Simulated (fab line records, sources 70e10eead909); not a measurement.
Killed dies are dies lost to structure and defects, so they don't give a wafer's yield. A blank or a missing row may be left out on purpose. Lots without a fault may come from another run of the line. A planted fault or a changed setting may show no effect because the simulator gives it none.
A struck lot beside a sound one | flow nand_harc | 12 steps out of a route of 1302
Sound: wafers L855.2, L855.3, L855.5. Struck: wafers L858.3, L858.4, L858.6. The cause comes at the end.
At each step with rows: each side's tool, then ch and its chambers, then its first start. Under that, the readings that differ: sound wafers | struck wafers | difference of the means | sigmas: that difference in standard deviations of wafers without a fault.
alike: readings whose means differ by less than 2 such deviations, and words and numbers that are the same on both sides. not compared: withheld readings, readings that some wafer has no value for, bounds like >300 that may hide the same value, and numbers for which the record gives no deviation and whose values overlap.
The two part at a step that has a row with sigmas, a row that says differs or no value, or rows on one side only. Numbers that don't overlap but have no deviation are shown without sigmas and don't part them. A reading that every wafer of one side lacks parts them only if that side has two wafers or more.

NHARC_A_WL_FILL_ALD_02: deposits TiN, target thk 2 nm, pulse time 3 s, ald cycles 100.
  sound on ald_metal-04 ch 0,1,3, day 23 02:03; struck on ald_metal-01 ch 0,2,3, day 25 05:41
  alike: heater_power_w, precursor_pulse_height_rel
NHARC_A_WL_FILL_CVD_03: deposits W, target thk 40 nm, time 279 s.
  sound on cvd_w-01 ch 0,1, day 23 02:27; struck on cvd_w-02 ch 0, day 25 06:20
  alike: heater_power_w, throttle_valve_pct
NHARC_A_WL_FILL_ETCHBACK_04: etches the open film in NF3, target depth 60 nm, time 120 s.
  sound on rie_metal-03 ch 0,1, day 23 02:52; struck on rie_metal-03 ch 0,1, day 25 06:53
  alike: drypump_motor_current_A, oes_product_au, run_length_s
  not compared: rf_hours_counter_h
NHARC_A_WL_FILL_ETCHBACK_05: etches the open film in Cl2/BCl3, target depth 22 nm, time 60 s.
  sound on rie_metal-03 ch 0,1, day 23 03:04; struck on rie_metal-03 ch 0,1, day 25 07:05
  alike: drypump_motor_current_A, oes_product_au, run_length_s
  not compared: rf_hours_counter_h
then, 5 steps without rows for these wafers: NHARC_A_WL_FILL_STRIP_27 (strips in N2/H2, time 20 s); NHARC_A_WL_FILL_STRIP_28 (strips in post etch residue remover, time 1200 s); NHARC_A_WL_FILL_PRECLEAN_06 (cleans in DIW, time 300 s); NHARC_A_WL_FILL_SRD_07; NHARC_A_WL_FILL_ANNEAL_08 (time 1800 s).
NHARC_A_WL_FILL_ALD_10: deposits SiO2, target thk 50 nm, pulse time 10 s, ald cycles 500.
  sound on ald_hk-03 ch 0,1,2, day 23 08:29; struck on ald_hk-03 ch 0,3, day 25 12:31
  alike: heater_power_w, precursor_pulse_height_rel
NHARC_A_WL_FILL_ETCHBACK_16: etches the open film in C4F8/O2/Ar, target depth 120 nm, time 24 s.
  sound on rie_diel-09 ch 1,3, day 23 13:11; struck on rie_diel-09 ch 0,1, day 25 17:12
  reading          | sound          | struck         | difference | sigmas
  run_length_s (s) | 44.7 45.4 45.0 | 26.8 28.4 28.3 | -17.2      | -36
  alike: oes_product_au, rf_vpp_V
  not compared: rf_hours_counter_h
then, 1 step without rows for these wafers: NHARC_A_WL_FILL_STRIP_29 (strips in O2, time 20 s).

WHERE THEY PART
Only at NHARC_A_WL_FILL_ETCHBACK_16, within this record.

WHY: what the simulator had put in
Process parameter drift: rie_diel-09, from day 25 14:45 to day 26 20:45, at NHARC_A_WL_FILL_ETCHBACK_16. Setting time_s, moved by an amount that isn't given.
